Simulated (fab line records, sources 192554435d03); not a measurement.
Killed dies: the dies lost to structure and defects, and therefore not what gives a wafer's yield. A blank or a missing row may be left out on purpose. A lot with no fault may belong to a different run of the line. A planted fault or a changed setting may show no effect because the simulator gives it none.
One fault seen from 3 desks | flow n5 finfet | what lay behind the numbers comes last; until then each desk has only its own

THE DEFECT DESK
Lot by lot, what the route's inspections counted, given as the mean of those sampled wafers with a number. If a lot's mean is further than 4 standard deviations from the usual mean, the lot is out of limits and carries the mark OUT (the distance appears in the brackets).
Columns: A = raw defect count at N5_BEOL_M7_INSPECT_30, usual 441
lot  | first seen here | A
L463 | day 8 15:48     | 489
L470 | day 11 20:23    | 432
L475 | day 12 23:45    | 380
L481 | day 13 21:34    | 332
L484 | day 14 20:25    | 393
L485 | day 15 23:23    | 387
This desk found nothing out of limits on any of the 6 lots.

FROM THE METROLOGY DESK
What the gauges read for every lot (on any tool): the sampled wafers with a number, averaged. If a lot's mean is further than 4 standard deviations from the usual mean, the lot is out of limits and carries the mark OUT (the distance appears in the brackets).
Columns: A = V6_OVL at N5_BEOL_M7_OVL_MEAS_29, usual 0.0 nm
lot  | first seen here | A
L463 | day 8 15:44     | -1.1
L470 | day 11 20:19    | 0.4
L475 | day 12 23:41    | 0.1
L481 | day 13 21:30    | 0.1
L484 | day 14 20:21    | -0.8
L485 | day 15 23:19    | -0.0
This desk found nothing out of limits on any of the 6 lots.

AT THE TOOL OWNER'S DESK: rie diel-05
The tool's own readings at N5_BEOL_M7_ETCH_41 (etches SiCN in CH3F/O2, target depth 31.9 nm, time 57.8 s): means of the sampled wafers that have a number, for each lot that ran on this tool. If a lot's mean is further than 4 standard deviations from the usual mean, the lot is out of limits and carries the mark OUT (the distance appears in the brackets).
Columns: A = bias w at N5_BEOL_M7_ETCH_41, usual 75.02 W; B = drypump motor current A at N5_BEOL_M7_ETCH_41, usual 5.5 A; C = oes product au at N5_BEOL_M7_ETCH_41, usual 0.80 a.u.; D = rf fwd power W at N5_BEOL_M7_ETCH_41, usual 391.0 W; E = rf vpp V at N5_BEOL_M7_ETCH_41, usual 297.5 V; F = showerhead plenum p Torr at N5_BEOL_M7_ETCH_41, usual 2.01 Torr; G = throttle valve pct at N5_BEOL_M7_ETCH_41, usual 16.33 %
lot  | first seen here | A               | B   | C    | D     | E                | F    | G
L470 | day 11 20:43    | 75.08           | 5.1 | 0.75 | 390.8 | 296.5            | 1.97 | 16.32
L475 | day 13 00:05    | 79.02 (+17) OUT | 5.4 | 0.80 | 388.6 | 306.3 (+6.3) OUT | 1.99 | 16.32
L481 | day 13 21:54    | 79.04 (+17) OUT | 5.1 | 0.75 | 391.2 | 306.5 (+6.5) OUT | 1.97 | 16.35
This desk finds L475, L481 out of limits, L475 being first, at day 13 00:05 (bias w at N5_BEOL_M7_ETCH_41). L470 stayed within limits.

PUT TOGETHER
At day 13 00:05, on L475, L481, the tool owner's desk was in a position to raise an alarm.
Nothing the defect desk looked at was out of limits.
The metrology desk saw nothing out of limits.
The defect desk has L475, L481 on record, within its limits.
The metrology desk holds a record of L475, L481, inside its limits.
The lots listed all ran N5_BEOL_M7_ETCH_41 on rie diel-05.

WHAT WAS PUT IN BY THE SIMULATOR
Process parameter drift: rie diel-05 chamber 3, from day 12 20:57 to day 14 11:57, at N5_BEOL_M7_ETCH_41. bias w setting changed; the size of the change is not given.
Lots struck among those shown: L475, L481.
Hours from the fault's start to each desk's first reading out of limits: the tool owner's desk, 3.
